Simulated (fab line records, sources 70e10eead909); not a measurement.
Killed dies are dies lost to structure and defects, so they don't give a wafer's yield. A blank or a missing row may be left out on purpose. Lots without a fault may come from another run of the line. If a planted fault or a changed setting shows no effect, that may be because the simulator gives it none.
The tool behind it: which one? + flow nand harc + 24 lots with 72 wafers sampled at 6 steps, on a route of 1302 steps

== WHAT EACH GAUGE READ, for each wafer ==
Not one reading of a measure or inspect step in the record can be checked against a usual standard deviation.

== WHAT TOOL EACH LOT RAN ON (gives the tool, then ch and the chambers of the sampled wafers, and finally the start) ==
| lot  | NHARC_A_STAIRCASE_STRIP_476        | NHARC_A_STAIRCASE_CMP_450     | NHARC_A_STAIRCASE_CMP_152     | NHARC_A_STAIRCASE_CMP_472     | NHARC_A_SGD_CUT_ETCHBACK_24        | NHARC_A_SGD_CUT_STRIP_28       |
|------|------------------------------------|-------------------------------|-------------------------------|-------------------------------|------------------------------------|--------------------------------|
| L074 | rie diel-03 ch 0,1,3, day 17 02:28 | cmp-04 ch 2,3, day 18 23:23   | cmp-04 ch 2,3, day 18 23:28   | cmp-04 ch 0,1,3, day 19 00:58 | rie diel-06 ch 0,1,2, day 19 08:58 | rie diel-06 ch 1,3, no start   |
| L075 | rie diel-02 ch 1,2,3, day 17 08:22 | cmp-04 ch 0,3, day 19 02:27   | cmp-04 ch 0,3, day 19 02:31   | cmp-03 ch 0,3, day 19 04:00   | rie diel-10 ch 1,3, day 19 08:58   | rie diel-10 ch 1,3, no start   |
| L076 | rie diel-02 ch 1,2,3, day 17 22:05 | cmp-03 ch 0,2,3, day 19 17:40 | cmp-03 ch 0,2,3, day 19 17:45 | cmp-03 ch 0,1,3, day 19 19:07 | rie diel-06 ch 0,1,2, day 20 03:44 | rie diel-06 ch 1,2,3, no start |
| L077 | rie diel-03 ch 0,1, day 18 17:35   | cmp-01 ch 0,1,2, day 20 10:07 | cmp-01 ch 0,1,2, day 20 10:11 | cmp-04 ch 0,1,3, day 20 11:50 | rie diel-13 ch 0,2,3, day 20 21:07 | rie diel-13 ch 0,3, no start   |
| L078 | rie diel-02 ch 0,1,3, day 18 22:38 | cmp-01 ch 0,3, day 20 19:36   | cmp-01 ch 0,3, day 20 19:40   | cmp-04 ch 0,1,3, day 20 21:07 | rie diel-13 ch 0,2,3, day 21 04:49 | rie diel-13 ch 0,1,3, no start |
| L079 | rie diel-03 ch 0,2,3, day 19 10:54 | cmp-01 ch 0,1,3, day 21 07:23 | cmp-01 ch 0,1,3, day 21 07:27 | cmp-03 ch 1,2,3, day 21 08:49 | rie diel-06 ch 1,2,3, day 21 16:23 | rie diel-06 ch 0,2,3, no start |
| L080 | rie diel-08 ch 1,2, day 19 12:52   | cmp-04 ch 0,2, day 21 03:17   | cmp-04 ch 0,2, day 21 03:22   | cmp-03 ch 0,2,3, day 21 04:47 | rie diel-13 ch 0,2,3, day 21 12:42 | rie diel-13 ch 0,2, no start   |
| L083 | rie diel-02 ch 0,1,3, day 20 10:20 | cmp-03 ch 0,2,3, day 22 10:11 | cmp-03 ch 0,2,3, day 22 10:16 | cmp-01 ch 0,1,3, day 22 11:41 | rie diel-10 ch 0,1,2, day 22 20:16 | rie diel-10 ch 0,1,2, no start |
| L081 | rie diel-08 ch 1,2, day 20 12:43   | cmp-04 ch 0,1,3, day 22 10:47 | cmp-04 ch 0,1,3, day 22 10:52 | cmp-04 ch 0,1,3, day 22 12:24 | rie diel-06 ch 1,2, day 22 20:16   | rie diel-06 ch 2,3, no start   |
| L082 | rie diel-03 ch 0,3, day 20 16:05   | cmp-01 ch 1,2,3, day 22 10:02 | cmp-01 ch 1,2,3, day 22 10:07 | cmp-04 ch 0,1,2, day 22 11:38 | rie diel-06 ch 1,2,3, day 22 20:21 | rie diel-06 ch 0,2,3, no start |
| L084 | rie diel-08 ch 2,3, day 21 21:28   | cmp-03 ch 0,1, day 23 23:26   | cmp-03 ch 0,1, day 23 23:31   | cmp-01 ch 0,1,3, day 24 01:01 | rie diel-06 ch 0,1,2, day 24 08:42 | rie diel-06 ch 0,1, no start   |
| L086 | rie diel-02 ch 0,1,3, day 22 04:24 | cmp-04 ch 0,1,3, day 23 22:55 | cmp-04 ch 0,1,3, day 23 22:59 | cmp-04 ch 0,1,3, day 24 00:46 | rie diel-10 ch 1,2, day 24 08:49   | rie diel-10 ch 0,1,3, no start |
| L085 | rie diel-08 ch 0,2,3, day 22 04:58 | cmp-01 ch 0,1,3, day 23 23:09 | cmp-01 ch 0,1,3, day 23 23:13 | cmp-03 ch 1,2, day 24 00:38   | rie diel-13 ch 0,2, day 24 08:40   | rie diel-13 ch 2,3, no start   |
| L087 | rie diel-08 ch 1,3, day 22 14:39   | cmp-03 ch 0,1, day 24 09:00   | cmp-03 ch 0,1, day 24 09:05   | cmp-04 ch 0,3, day 24 10:28   | rie diel-10 ch 0,2, day 24 17:59   | rie diel-10 ch 1,2, no start   |
| L088 | rie diel-08 ch 1,2,3, day 23 00:04 | cmp-04 ch 0,2,3, day 24 19:51 | cmp-04 ch 0,2,3, day 24 19:55 | cmp-04 ch 0,1,3, day 24 21:22 | rie diel-13 ch 0,2,3, day 25 05:10 | rie diel-13 ch 0,2,3, no start |
| L089 | rie diel-03 ch 2,3, day 23 00:56   | cmp-04 ch 0,1,3, day 24 19:43 | cmp-04 ch 0,1,3, day 24 19:47 | cmp-01 ch 0,1,2, day 24 21:13 | rie diel-06 ch 0,1,3, day 25 05:02 | rie diel-06 ch 1,2, no start   |
| L090 | rie diel-02 ch 1,2,3, day 23 20:56 | cmp-01 ch 1,2,3, day 26 04:26 | cmp-01 ch 1,2,3, day 26 04:31 | cmp-01 ch 1,2,3, day 26 06:08 | rie diel-10 ch 1,2, day 26 12:27   | rie diel-10 ch 0,1,3, no start |
| L091 | rie diel-02 ch 2,3, day 23 22:50   | cmp-01 ch 0,3, day 26 03:25   | cmp-01 ch 0,3, day 26 03:29   | cmp-03 ch 1,2,3, day 26 05:04 | rie diel-06 ch 1,2,3, day 26 12:29 | rie diel-06 ch 1,2,3, no start |
| L092 | rie diel-02 ch 0,2, day 25 06:46   | cmp-04 ch 1,2, day 27 05:17   | cmp-04 ch 1,2, day 27 05:22   | cmp-03 ch 0,1, day 27 06:50   | rie diel-06 ch 2,3, day 27 14:25   | rie diel-06 ch 1,2,3, no start |
| L093 | rie diel-08 ch 2,3, day 25 07:02   | cmp-01 ch 0,1, day 27 05:08   | cmp-01 ch 0,1, day 27 05:12   | cmp-04 ch 0,2,3, day 27 06:39 | rie diel-13 ch 1,2, day 27 14:26   | rie diel-13 ch 0,1,2, no start |
| L095 | rie diel-08 ch 2,3, day 25 22:55   | cmp-04 ch 0,3, day 28 02:01   | cmp-04 ch 0,3, day 28 02:05   | cmp-04 ch 2,3, day 28 03:37   | rie diel-06 ch 0,1,2, day 28 08:54 | rie diel-06 ch 1,2, no start   |
| L094 | rie diel-08 ch 0,2, day 26 00:04   | cmp-01 ch 1,2,3, day 28 04:57 | cmp-01 ch 1,2,3, day 28 05:02 | cmp-04 ch 0,1,3, day 28 06:31 | rie diel-10 ch 2,3, day 28 14:29   | rie diel-10 ch 1,2, no start   |
| L097 | rie diel-02 ch 1,2, day 26 08:31   | cmp-03 ch 1,2,3, day 27 23:13 | cmp-03 ch 1,2,3, day 27 23:18 | cmp-03 ch 1,3, day 28 00:40   | rie diel-13 ch 1,3, day 28 08:52   | rie diel-13 ch 1,2, no start   |
| L096 | rie diel-08 ch 0,1,3, day 26 08:52 | cmp-04 ch 0,1,2, day 27 23:41 | cmp-04 ch 0,1,2, day 27 23:46 | cmp-04 ch 1,2,3, day 28 01:10 | rie diel-10 ch 1,2,3, day 28 08:51 | rie diel-10 ch 0,1,2, no start |
- NHARC_A_STAIRCASE_STRIP_476: strips in O2, time 20 s.
- NHARC_A_STAIRCASE_CMP_450: polishes SiO2, target thk 200 nm.
- NHARC_A_STAIRCASE_CMP_152: polishes.
- NHARC_A_STAIRCASE_CMP_472: polishes SiO2.
- NHARC_A_SGD_CUT_ETCHBACK_24: etches the open film in CH3F/O2, target depth 50 nm, time 92.857 s.
- NHARC_A_SGD_CUT_STRIP_28: strips in O2, time 20 s.

== WHAT THE TOOLS THEMSELVES READ (means of the sampled wafers that have a number; where no wafer has one, the mark that the record gives instead) ==
NHARC_A_STAIRCASE_STRIP_476.
| lot  | tool        | drypump motor current A (A) | oes product au (a.u.) | rf vpp V (V) | showerhead plenum p Torr (Torr) | throttle valve pct (%) |
|------|-------------|-----------------------------|-----------------------|--------------|---------------------------------|------------------------|
| L074 | rie diel-03 | 5.8                         | 0.996                 | 58.5         | 3.62                            | 17.042                 |
| L075 | rie diel-02 | 6.0                         | 0.999                 | 59.3         | 3.56                            | 17.039                 |
| L076 | rie diel-02 | 6.0                         | 0.997                 | 57.8         | 3.56                            | 17.032                 |
| L077 | rie diel-03 | 5.6                         | 0.997                 | 56.8         | 3.58                            | 17.043                 |
| L078 | rie diel-02 | 5.8                         | 0.996                 | 57.6         | 3.49                            | 17.032                 |
| L079 | rie diel-03 | 6.1                         | 0.998                 | 57.4         | 3.52                            | 17.038                 |
| L080 | rie diel-08 | 6.0                         | 1.001                 | 57.7         | 3.52                            | 17.032                 |
| L083 | rie diel-02 | 5.8                         | 0.999                 | 57.4         | 3.49                            | 17.032                 |
| L081 | rie diel-08 | 6.0                         | 0.994                 | 57.5         | 3.52                            | 17.027                 |
| L082 | rie diel-03 | 6.0                         | 1.006                 | 58.8         | 3.64                            | 17.038                 |
| L084 | rie diel-08 | 6.2                         | 1.015                 | 57.0         | 3.61                            | 17.030                 |
| L086 | rie diel-02 | 5.7                         | 0.991                 | 58.3         | 3.48                            | 17.045                 |
| L085 | rie diel-08 | 6.2                         | 1.000                 | 57.7         | 3.57                            | 17.041                 |
| L087 | rie diel-08 | 6.0                         | 0.999                 | 58.1         | 3.61                            | 17.042                 |
| L088 | rie diel-08 | 6.0                         | 1.002                 | 57.7         | 3.56                            | 17.033                 |
| L089 | rie diel-03 | 6.3                         | 1.004                 | 57.6         | 3.61                            | 17.045                 |
| L090 | rie diel-02 | 6.0                         | 0.994                 | 57.9         | 3.54                            | 17.039                 |
| L091 | rie diel-02 | 6.1                         | 0.995                 | 57.6         | 3.39                            | 17.030                 |
| L092 | rie diel-02 | 6.2                         | 0.997                 | 58.7         | 3.48                            | 17.035                 |
| L093 | rie diel-08 | 6.1                         | 0.997                 | 57.3         | 3.65                            | 17.032                 |
| L095 | rie diel-08 | 6.1                         | 1.002                 | 57.6         | 3.65                            | 17.042                 |
| L094 | rie diel-08 | 6.3                         | 1.006                 | 57.5         | 3.50                            | 17.034                 |
| L097 | rie diel-02 | 5.9                         | 0.993                 | 57.2         | 3.68                            | 17.029                 |
| L096 | rie diel-08 | 6.0                         | 0.995                 | 58.1         | 3.51                            | 17.036                 |

NHARC_A_STAIRCASE_CMP_450.
| lot  | tool   | motor current A (A) | slurry filter dp kPa (kPa) |
|------|--------|---------------------|----------------------------|
| L074 | cmp-04 | 12.4                | 13.51                      |
| L075 | cmp-04 | 13.0                | 13.44                      |
| L076 | cmp-03 | 12.5                | 13.43                      |
| L077 | cmp-01 | 13.1                | 13.39                      |
| L078 | cmp-01 | 12.4                | 13.46                      |
| L079 | cmp-01 | 12.6                | 13.45                      |
| L080 | cmp-04 | 12.0                | 13.43                      |
| L083 | cmp-03 | 12.7                | 13.46                      |
| L081 | cmp-04 | 12.9                | 13.51                      |
| L082 | cmp-01 | 12.3                | 13.54                      |
| L084 | cmp-03 | 13.0                | 13.41                      |
| L086 | cmp-04 | 12.9                | 13.49                      |
| L085 | cmp-01 | 12.3                | 13.39                      |
| L087 | cmp-03 | 12.4                | 13.55                      |
| L088 | cmp-04 | 12.9                | 13.54                      |
| L089 | cmp-04 | 13.0                | 13.58                      |
| L090 | cmp-01 | 12.5                | 13.47                      |
| L091 | cmp-01 | 12.2                | 13.51                      |
| L092 | cmp-04 | 12.3                | 13.50                      |
| L093 | cmp-01 | 12.8                | 13.69                      |
| L095 | cmp-04 | 13.2                | 13.60                      |
| L094 | cmp-01 | 12.3                | 13.53                      |
| L097 | cmp-03 | 12.4                | 13.49                      |
| L096 | cmp-04 | 12.0                | 13.48                      |

NHARC_A_STAIRCASE_CMP_152.
| lot  | tool   | motor current A (A) | slurry filter dp kPa (kPa) |
|------|--------|---------------------|----------------------------|
| L074 | cmp-04 | 13.0                | 13.52                      |
| L075 | cmp-04 | 13.0                | 13.50                      |
| L076 | cmp-03 | 12.5                | 13.43                      |
| L077 | cmp-01 | 12.7                | 13.50                      |
| L078 | cmp-01 | 12.2                | 13.42                      |
| L079 | cmp-01 | 12.1                | 13.47                      |
| L080 | cmp-04 | 12.0                | 13.43                      |
| L083 | cmp-03 | 12.5                | 13.60                      |
| L081 | cmp-04 | 12.7                | 13.49                      |
| L082 | cmp-01 | 12.4                | 13.50                      |
| L084 | cmp-03 | 12.7                | 13.56                      |
| L086 | cmp-04 | 12.9                | 13.53                      |
| L085 | cmp-01 | 12.1                | 13.56                      |
| L087 | cmp-03 | 12.5                | 13.44                      |
| L088 | cmp-04 | 13.0                | 13.48                      |
| L089 | cmp-04 | 12.3                | 13.49                      |
| L090 | cmp-01 | 13.0                | 13.51                      |
| L091 | cmp-01 | 12.2                | 13.46                      |
| L092 | cmp-04 | 11.8                | 13.59                      |
| L093 | cmp-01 | 12.3                | 13.52                      |
| L095 | cmp-04 | 13.2                | 13.44                      |
| L094 | cmp-01 | 12.0                | 13.50                      |
| L097 | cmp-03 | 12.4                | 13.53                      |
| L096 | cmp-04 | 12.5                | 13.58                      |

NHARC_A_STAIRCASE_CMP_472.
| lot  | tool   | motor current A (A) | slurry filter dp kPa (kPa) |
|------|--------|---------------------|----------------------------|
| L074 | cmp-04 | 12.5                | 13.50                      |
| L075 | cmp-03 | 12.4                | 13.61                      |
| L076 | cmp-03 | 12.5                | 13.59                      |
| L077 | cmp-04 | 12.7                | 13.57                      |
| L078 | cmp-04 | 13.0                | 13.48                      |
| L079 | cmp-03 | 12.0                | 13.53                      |
| L080 | cmp-03 | 12.5                | 13.52                      |
| L083 | cmp-01 | 12.1                | 13.59                      |
| L081 | cmp-04 | 12.8                | 13.59                      |
| L082 | cmp-04 | 12.0                | 13.58                      |
| L084 | cmp-01 | 12.2                | 13.50                      |
| L086 | cmp-04 | 12.9                | 13.54                      |
| L085 | cmp-03 | 12.2                | 13.59                      |
| L087 | cmp-04 | 13.1                | 13.47                      |
| L088 | cmp-04 | 12.6                | 13.47                      |
| L089 | cmp-01 | 12.9                | 13.58                      |
| L090 | cmp-01 | 12.8                | 13.51                      |
| L091 | cmp-03 | 12.3                | 13.49                      |
| L092 | cmp-03 | 13.0                | 13.48                      |
| L093 | cmp-04 | 12.6                | 13.43                      |
| L095 | cmp-04 | 12.3                | 13.37                      |
| L094 | cmp-04 | 12.2                | 13.61                      |
| L097 | cmp-03 | 12.2                | 13.52                      |
| L096 | cmp-04 | 12.5                | 13.67                      |

NHARC_A_SGD_CUT_ETCHBACK_24.
| lot  | tool        | drypump motor current A (A) | oes product au (a.u.) | rf fwd power W (W) | rf vpp V (V) | showerhead plenum p Torr (Torr) | throttle valve pct (%) |
|------|-------------|-----------------------------|-----------------------|--------------------|--------------|---------------------------------|------------------------|
| L074 | rie diel-06 | 5.5                         | 0.94                  | 496.6              | 245.6        | 2.53                            | 20.667                 |
| L075 | rie diel-10 | 5.6                         | 0.94                  | 495.9              | 244.6        | 2.42                            | 20.665                 |
| L076 | rie diel-06 | 5.5                         | 1.00                  | 496.0              | 246.1        | 2.53                            | 20.667                 |
| L077 | rie diel-13 | 5.4                         | 0.92                  | 497.3              | 245.9        | 2.51                            | 20.661                 |
| L078 | rie diel-13 | 5.3                         | 0.94                  | 495.7              | 245.7        | 2.51                            | 20.667                 |
| L079 | rie diel-06 | 5.6                         | 0.99                  | 497.2              | 243.9        | 2.43                            | 20.664                 |
| L080 | rie diel-13 | 5.3                         | 0.93                  | 496.5              | 244.7        | 2.51                            | 20.666                 |
| L083 | rie diel-10 | 5.7                         | 0.92                  | 496.1              | 245.6        | 2.54                            | 20.657                 |
| L081 | rie diel-06 | 5.5                         | 1.00                  | 497.3              | 244.7        | 2.53                            | 20.659                 |
| L082 | rie diel-06 | 5.6                         | 1.00                  | 494.8              | 244.0        | 2.43                            | 20.662                 |
| L084 | rie diel-06 | 5.5                         | 1.00                  | 496.1              | 245.3        | 2.52                            | 20.660                 |
| L086 | rie diel-10 | 5.6                         | 1.01                  | 495.0              | 245.5        | 2.56                            | 20.665                 |
| L085 | rie diel-13 | 5.7                         | 0.99                  | 495.4              | 244.3        | 2.45                            | 20.663                 |
| L087 | rie diel-10 | 5.6                         | 1.00                  | 496.2              | 245.6        | 2.58                            | 20.669                 |
| L088 | rie diel-13 | 5.4                         | 0.99                  | 497.3              | 244.4        | 2.51                            | 20.668                 |
| L089 | rie diel-06 | 5.5                         | 1.00                  | 496.6              | 244.2        | 2.42                            | 20.659                 |
| L090 | rie diel-10 | 5.6                         | 1.01                  | 496.4              | 245.1        | 2.49                            | 20.658                 |
| L091 | rie diel-06 | 5.6                         | 1.00                  | 496.8              | 243.9        | 2.42                            | 20.655                 |
| L092 | rie diel-06 | 5.7                         | 0.93                  | 499.2              | 245.0        | 2.53                            | 20.654                 |
| L093 | rie diel-13 | 5.6                         | 0.92                  | 496.5              | 245.4        | 2.57                            | 20.661                 |
| L095 | rie diel-06 | 5.5                         | 0.93                  | 495.2              | 245.1        | 2.52                            | 20.655                 |
| L094 | rie diel-10 | 5.5                         | 1.01                  | 494.5              | 245.5        | 2.53                            | 20.655                 |
| L097 | rie diel-13 | 5.4                         | 0.92                  | 496.8              | 247.5        | 2.64                            | 20.659                 |
| L096 | rie diel-10 | 5.6                         | 0.99                  | 497.4              | 245.0        | 2.47                            | 20.661                 |

NHARC_A_SGD_CUT_STRIP_28.
| lot  | tool        | drypump motor current A (A) | oes product au (a.u.) | rf vpp V (V) | showerhead plenum p Torr (Torr) | throttle valve pct (%) |
|------|-------------|-----------------------------|-----------------------|--------------|---------------------------------|------------------------|
| L074 | rie diel-06 | 5.7                         | 1.005                 | 57.1         | 3.35                            | 17.031                 |
| L075 | rie diel-10 | 5.5                         | 1.015                 | 57.7         | 3.44                            | 17.032                 |
| L076 | rie diel-06 | 5.6                         | 0.999                 | 58.2         | 3.49                            | 17.040                 |
| L077 | rie diel-13 | 5.4                         | 1.005                 | 59.4         | 3.70                            | 17.036                 |
| L078 | rie diel-13 | 5.7                         | 0.992                 | 58.0         | 3.70                            | 17.043                 |
| L079 | rie diel-06 | 5.6                         | 0.995                 | 57.0         | 3.62                            | 17.037                 |
| L080 | rie diel-13 | 5.7                         | 1.004                 | 57.2         | 3.52                            | 17.039                 |
| L083 | rie diel-10 | 5.6                         | 0.998                 | 57.8         | 3.64                            | 17.028                 |
| L081 | rie diel-06 | 5.7                         | 1.003                 | 57.3         | 3.49                            | 17.029                 |
| L082 | rie diel-06 | 5.7                         | 1.001                 | 57.7         | 3.62                            | 17.035                 |
| L084 | rie diel-06 | 5.4                         | 1.003                 | 58.8         | 3.61                            | 17.036                 |
| L086 | rie diel-10 | 5.6                         | 1.012                 | 57.2         | 3.52                            | 17.042                 |
| L085 | rie diel-13 | 5.0                         | 0.999                 | 58.2         | 3.58                            | 17.035                 |
| L087 | rie diel-10 | 5.7                         | 1.008                 | 57.3         | 3.58                            | 17.036                 |
| L088 | rie diel-13 | 5.4                         | 0.993                 | 58.0         | 3.60                            | 17.049                 |
| L089 | rie diel-06 | 5.4                         | 1.006                 | 58.1         | 3.48                            | 17.034                 |
| L090 | rie diel-10 | 5.6                         | 0.997                 | 58.3         | 3.52                            | 17.037                 |
| L091 | rie diel-06 | 5.6                         | 1.007                 | 57.6         | 3.48                            | 17.028                 |
| L092 | rie diel-06 | 5.6                         | 1.007                 | 57.0         | 3.48                            | 17.039                 |
| L093 | rie diel-13 | 5.7                         | 0.987                 | 58.3         | 3.60                            | 17.034                 |
| L095 | rie diel-06 | 5.5                         | 1.000                 | 58.8         | 3.63                            | 17.032                 |
| L094 | rie diel-10 | 5.6                         | 1.007                 | 57.8         | 3.66                            | 17.041                 |
| L097 | rie diel-13 | 5.3                         | 0.993                 | 58.7         | 3.58                            | 17.031                 |
| L096 | rie diel-10 | 5.6                         | 1.007                 | 58.7         | 3.63                            | 17.036                 |

== THE ANSWER, worked out from the rows above alone ==
Rule: usual is defined by the lots themselves. Put in order of their means at a reading, lots are off if they are a third of the lots or fewer, leave a main group of 4 or more, and stand apart from it by a gap of 3 or more times the standard deviation of the main group's means; of several such gaps the widest counts. The tables above print the reading to a certain number of digits; a main group whose means all agree to those digits is not used. Also off: a lot with no number at a reading for which 4 or more lots have one. Any other lot the step has rows for is counted as sound. The gauges are gone through in route order, then the tools' own readings, and for those a lot's mean is taken as printed above. The first step at which some lot is off is used, and at that step the reading that is off furthest; a lot without a number counts as furthest.
Nothing can be told from this: no lot is off at any reading shown.

== WHAT THE SIMULATOR PUT IN ==
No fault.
